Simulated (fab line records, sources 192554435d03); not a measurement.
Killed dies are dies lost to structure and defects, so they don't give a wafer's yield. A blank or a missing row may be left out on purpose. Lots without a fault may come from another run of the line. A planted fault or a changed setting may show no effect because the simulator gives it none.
A struck lot beside a sound one | flow n5_finfet | 37 steps out of a route of 1938
Sound: wafers L775.1, L775.2, L775.3. Struck: wafers L779.4, L779.5. (L779.3 of the same lot was not struck and is left out.) The cause comes at the end.
At each step with rows: each side's tool, then ch and its chambers, then its first start. Under that, the readings that differ: sound wafers | struck wafers | difference of the means | sigmas: that difference in standard deviations of wafers without a fault.
alike: readings whose means differ by less than 2 such deviations, and words and numbers that are the same on both sides. not compared: withheld readings, readings that some wafer has no value for, bounds like >300 that may hide the same value, and numbers for which the record gives no deviation and whose values overlap.
The two part at a step that has a row with sigmas, a row that says differs or no value, or rows on one side only. Numbers that don't overlap but have no deviation are shown without sigmas and don't part them. A reading that every wafer of one side lacks parts them only if that side has two wafers or more.

first, 8 steps without rows for these wafers: N5_BEOL_M1_ECD_50 (material Cu, target thk 300 nm); N5_BEOL_M1_ANNEAL_51 (time 90 s); N5_BEOL_M1_CMP_52 (polishes, stops on SiOC, t overpolish 6.8 s, target thk 40 nm); N5_BEOL_M1_PRE_CLEAN_60 (time 15 s); N5_BEOL_M1_CO_CAP_55 (material Co, precursor CCTBA/H2, target thk 2 nm, time 102.1 s); N5_BEOL_M1_PRE_CLEAN_56 (time 15 s); N5_BEOL_M1_DEP_57 (deposits SiCN from 3MS/NH3, target thk 8 nm, time 14 s); N5_BEOL_M2_ILD_DEP_00 (deposits SiOC from DEMS/O2, target thk 79 nm, time 15.3 s).
N5_BEOL_M2_PECVD_72: deposits SiO2 from TEOS/O2, target thk 16 nm, time 18 s.
  sound on pecvd-04 ch 0,1,2, day 7 12:16; struck on pecvd-04 ch 0,1, day 9 00:26
  reading                                    | sound        | struck  | difference | sigmas
  model.SiO2_of_BEOL_M2_PECVD_72.thk_nm (nm) | 16 15.8 16.4 | 12.6 13 | -3.3       |
  alike: heater_power_w, showerhead_plenum_p_Torr, throttle_valve_pct
then, 25 steps without rows for these wafers: N5_BEOL_M2_HM_DEP_02 (deposits TiN, target thk 20 nm); N5_BEOL_M2_COAT_61 (time 60 s, resist thk 60 nm); N5_BEOL_M2_COAT_62 (time 60 s, resist thk 12 nm); N5_BEOL_M2_COAT_73 (time 60 s, resist thk 5 nm); N5_BEOL_M2_COAT_05 (resist thk 30 nm); N5_BEOL_M2_EBR_07; N5_BEOL_M2_SOFTBAKE_06 (time 60 s); N5_BEOL_M2_EXPOSE_08 (exposes mask M2); N5_BEOL_M2_PEB_09 (peb time 60 s); N5_BEOL_M2_DEVELOP_10 (develop time 30 s); N5_BEOL_M2_DESCUM_16 (chemistry O2, time 7 s); N5_BEOL_M2_ETCH_74 (etches underlayer in N2/H2, target depth 6.5 nm, time 5.2 s); N5_BEOL_M2_ETCH_63 (etches SiARC in CF4, target depth 15.6 nm, time 26 s); N5_BEOL_M2_ETCH_64 (etches SOC in N2/H2, target depth 75 nm, overetch 22.5 nm, time 121.9 s); N5_BEOL_M2_STRIP_65 (strips in N2/H2); N5_BEOL_M2_STRIP_75 (strips in N2/H2); N5_BEOL_M2_STRIP_66 (strips in CF4); N5_BEOL_M2_HM_OPEN_17 (chemistry Cl2/BCl3, target TiN, target depth 20 nm, overetch 6 nm); N5_BEOL_M2_STRIP_19 (strips in O2); N5_BEOL_M2_COAT_67 (time 60 s, resist thk 60 nm); N5_BEOL_M2_COAT_68 (time 60 s, resist thk 12 nm); N5_BEOL_M2_COAT_76 (time 60 s, resist thk 5 nm); N5_BEOL_M2_COAT_22 (resist thk 30 nm); N5_BEOL_M2_EBR_24; N5_BEOL_M2_SOFTBAKE_23 (time 60 s).
N5_BEOL_M2_HM_STRIP_39: strips TiN in peroxide tin strip, target depth 25 nm, time 158 s.
  sound on wet_bench-05 ch 4,6,7, day 7 18:49; struck on wet_bench-05 ch 0,5, day 9 04:35
  reading                                    | sound          | struck    | difference | sigmas
  model.SiO2_of_BEOL_M2_PECVD_72.thk_nm (nm) | 15.8 15.6 16.2 | 12.4 12.8 | -3.3       |
N5_BEOL_M2_CMP_52: polishes, stops on SiOC, t overpolish 6.8 s, target thk 40 nm.
  sound on cmp-01 ch 0,1,2, day 7 21:54; struck on cmp-01 ch 1,3, day 9 09:11
  reading                      | sound          | struck    | difference | sigmas
  barrier_field_endpoint_s (s) | 23.9 24.0 24.6 | 20.6 21.4 | -3.2       | -5
  alike: edge_zone_pressure_frac, motor_current_A
-- the record jumps here: 3 days lie between the struck wafers' starts before and after (it left off in module BEOL_M2 and takes up again in module BEOL_M4, whose first step shown is number 1111 of the route) --
N5_BEOL_M4_RC_MEAS_101:
  sound on prober-02 ch 0, day 11 03:59; struck on prober-01 ch 0, day 12 05:40
  alike: DIBL_N, DIBL_P, IOFF_N, IOFF_P, ION_N, ION_P, SS_N, SS_P, VT_N, VT_P

WHERE THEY PART
Only at N5_BEOL_M2_CMP_52, within this record. Later steps at which nothing parts them and some readings are alike: N5_BEOL_M4_RC_MEAS_101.

WHY: what the simulator had put in
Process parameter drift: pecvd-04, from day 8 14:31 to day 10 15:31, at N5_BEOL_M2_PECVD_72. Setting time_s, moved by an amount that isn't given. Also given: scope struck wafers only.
